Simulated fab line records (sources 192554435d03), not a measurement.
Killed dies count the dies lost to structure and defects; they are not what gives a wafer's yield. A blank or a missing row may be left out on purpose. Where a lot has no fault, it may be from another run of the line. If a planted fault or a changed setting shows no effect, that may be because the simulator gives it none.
Split-lot study || flow n5_finfet || 21 wafers read across 7 lots, on a route 1938 steps long

== THE SPLIT ITSELF ==
At N5_BEOL_M2_VIA_ETCH_34 (etches the open film in C4F6/O2, target depth 69.4 nm, time 65.9 s), the setting time_s was moved away from the recipe's 65.9 s on 7 of the 21 wafers read, by -16.4% to +14.7%. All remaining wafers had this setting at the recipe value.

The reading comes from the split's own step.

== THE READING ==
SOC_of_BEOL_M2_COAT_67.thk_nm (the simulator's own value, which no gauge read), in nm, at N5_BEOL_M2_VIA_ETCH_34 (etches the open film in C4F6/O2, target depth 69.4 nm, time 65.9 s). There is no usual value for it anywhere in the file. Across the 14 wafers here that went through the recipe, the average is 51.9 nm and the standard deviation 0.23 nm.

{"wafer": "L078.1", "tool, chamber at the split": "rie_diel-06, 1", "time_s as run, s": 75.57, "against the recipe": "+14.7%", "SOC_of_BEOL_M2_COAT_67.thk_nm, nm": 50.2, "against lot-mates on the recipe": "no lot-mate on the recipe"}
{"wafer": "L078.3", "tool, chamber at the split": "rie_diel-06, 0", "time_s as run, s": 75.57, "against the recipe": "+14.7%", "SOC_of_BEOL_M2_COAT_67.thk_nm, nm": 50.6, "against lot-mates on the recipe": "no lot-mate on the recipe"}
{"wafer": "L078.5", "tool, chamber at the split": "rie_diel-06, 1", "time_s as run, s": 75.57, "against the recipe": "+14.7%", "SOC_of_BEOL_M2_COAT_67.thk_nm, nm": 50.6, "against lot-mates on the recipe": "no lot-mate on the recipe"}
{"wafer": "L079.2", "tool, chamber at the split": "rie_diel-01, 2", "time_s as run, s": 65.9, "against the recipe": "recipe", "SOC_of_BEOL_M2_COAT_67.thk_nm, nm": 52, "against lot-mates on the recipe": "-"}
{"wafer": "L079.5", "tool, chamber at the split": "rie_diel-01, 0", "time_s as run, s": 56.13, "against the recipe": "-14.8%", "SOC_of_BEOL_M2_COAT_67.thk_nm, nm": 53.2, "against lot-mates on the recipe": "+1.0"}
{"wafer": "L079.6", "tool, chamber at the split": "rie_diel-01, 1", "time_s as run, s": 65.9, "against the recipe": "recipe", "SOC_of_BEOL_M2_COAT_67.thk_nm, nm": 52.4, "against lot-mates on the recipe": "-"}
{"wafer": "L081.3", "tool, chamber at the split": "rie_diel-03, 0", "time_s as run, s": 72.1, "against the recipe": "+9.4%", "SOC_of_BEOL_M2_COAT_67.thk_nm, nm": 51.6, "against lot-mates on the recipe": -0.3}
{"wafer": "L081.4", "tool, chamber at the split": "rie_diel-03, 2", "time_s as run, s": 65.9, "against the recipe": "recipe", "SOC_of_BEOL_M2_COAT_67.thk_nm, nm": 51.6, "against lot-mates on the recipe": "-"}
{"wafer": "L081.6", "tool, chamber at the split": "rie_diel-03, 0", "time_s as run, s": 65.9, "against the recipe": "recipe", "SOC_of_BEOL_M2_COAT_67.thk_nm, nm": 52.2, "against lot-mates on the recipe": "-"}
{"wafer": "L083.1", "tool, chamber at the split": "rie_diel-01, 0", "time_s as run, s": 65.9, "against the recipe": "recipe", "SOC_of_BEOL_M2_COAT_67.thk_nm, nm": 52.2, "against lot-mates on the recipe": "-"}
{"wafer": "L083.2", "tool, chamber at the split": "rie_diel-01, 1", "time_s as run, s": 69.9, "against the recipe": "+6.1%", "SOC_of_BEOL_M2_COAT_67.thk_nm, nm": 51.6, "against lot-mates on the recipe": -0.5}
{"wafer": "L083.4", "tool, chamber at the split": "rie_diel-01, 0", "time_s as run, s": 65.9, "against the recipe": "recipe", "SOC_of_BEOL_M2_COAT_67.thk_nm, nm": 52, "against lot-mates on the recipe": "-"}
{"wafer": "L086.2", "tool, chamber at the split": "rie_diel-01, 0", "time_s as run, s": 65.9, "against the recipe": "recipe", "SOC_of_BEOL_M2_COAT_67.thk_nm, nm": 52.2, "against lot-mates on the recipe": "-"}
{"wafer": "L086.4", "tool, chamber at the split": "rie_diel-01, 0", "time_s as run, s": 55.06, "against the recipe": "-16.4%", "SOC_of_BEOL_M2_COAT_67.thk_nm, nm": 53.6, "against lot-mates on the recipe": "+1.6"}
{"wafer": "L086.6", "tool, chamber at the split": "rie_diel-01, 3", "time_s as run, s": 65.9, "against the recipe": "recipe", "SOC_of_BEOL_M2_COAT_67.thk_nm, nm": 51.8, "against lot-mates on the recipe": "-"}
{"wafer": "L089.2", "tool, chamber at the split": "rie_diel-06, 2", "time_s as run, s": 65.9, "against the recipe": "recipe", "SOC_of_BEOL_M2_COAT_67.thk_nm, nm": 51.6, "against lot-mates on the recipe": "-"}
{"wafer": "L089.4", "tool, chamber at the split": "rie_diel-06, 0", "time_s as run, s": 65.9, "against the recipe": "recipe", "SOC_of_BEOL_M2_COAT_67.thk_nm, nm": 51.8, "against lot-mates on the recipe": "-"}
{"wafer": "L089.5", "tool, chamber at the split": "rie_diel-06, 3", "time_s as run, s": 65.9, "against the recipe": "recipe", "SOC_of_BEOL_M2_COAT_67.thk_nm, nm": 51.8, "against lot-mates on the recipe": "-"}
{"wafer": "L091.1", "tool, chamber at the split": "rie_diel-03, 2", "time_s as run, s": 65.9, "against the recipe": "recipe", "SOC_of_BEOL_M2_COAT_67.thk_nm, nm": 51.8, "against lot-mates on the recipe": "-"}
{"wafer": "L091.2", "tool, chamber at the split": "rie_diel-03, 3", "time_s as run, s": 65.9, "against the recipe": "recipe", "SOC_of_BEOL_M2_COAT_67.thk_nm, nm": 51.8, "against lot-mates on the recipe": "-"}
{"wafer": "L091.4", "tool, chamber at the split": "rie_diel-03, 1", "time_s as run, s": 65.9, "against the recipe": "recipe", "SOC_of_BEOL_M2_COAT_67.thk_nm, nm": 51.8, "against lot-mates on the recipe": "-"}

FIT RESULTS
A straight line over all 21 wafers: SOC_of_BEOL_M2_COAT_67.thk_nm changes by -0.0923 nm for each +1% of time_s; r = -0.94; the points scatter about the line by 0.26 nm.
The same after taking each lot's own level away (the mean of its wafers on the recipe; 18 wafers): -0.0755 nm for each +1%; r = -0.91; scatter 0.21 nm.
The reading moves by 1.2 nm for the largest change in time_s, on that fit.
Measured against the standard deviation above, the lots' own levels, which go from 51.73 to 52.20 nm, span 2.0 times it.
So the slope is not independent of the lot-to-lot level: the two fits are not the same.
Check: +1 nm against its lot-mates is what the line predicts for one of the wafers moved furthest among these (-16.4%) when that wafer is left out of the fit. Against them it came out at +1.6 nm.

== THE OTHER SPLITS THESE WAFERS WENT THROUGH ==
Note: prior to the reading, these wafers also went through further splits. Each is held against what the fit with the lots' levels taken away leaves over:
{"other split on the same wafers": "N5_BEOL_M0_TRENCH_ETCH_107 target_depth_a", "wafers away from the commonest value": 8, "r with SOC_of_BEOL_M2_COAT_67.thk_nm (lot level and that fit taken away)": "+0.11"}
{"other split on the same wafers": "N5_BEOL_M0_ETCH_109 bias_w", "wafers away from the commonest value": 9, "r with SOC_of_BEOL_M2_COAT_67.thk_nm (lot level and that fit taken away)": "+0.26"}

== THE WHOLE CHAIN: every reading that the file lists as answering this split, in the file's order ==
{"step": "N5_BEOL_M2_VIA_ETCH_34", "what it does": "etches the open film in C4F6/O2, target depth 69.4 nm, time 65.9 s", "reading": "etch.depth_nm (the simulator's own value, which no gauge read)", "change (the file's fit)": "+0.749 nm for each +1% of the setting", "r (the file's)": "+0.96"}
{"step": "N5_BEOL_M2_VIA_ETCH_34", "what it does": "etches the open film in C4F6/O2, target depth 69.4 nm, time 65.9 s", "reading": "SOC_of_BEOL_M2_COAT_67.thk_nm (the simulator's own value, which no gauge read)", "change (the file's fit)": "-0.0763 nm for each +1% of the setting", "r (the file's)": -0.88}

== FILE'S OWN FIT ==
SOC_of_BEOL_M2_COAT_67.thk_nm changes by -0.0763 nm for each +1% of time_s, r = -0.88.
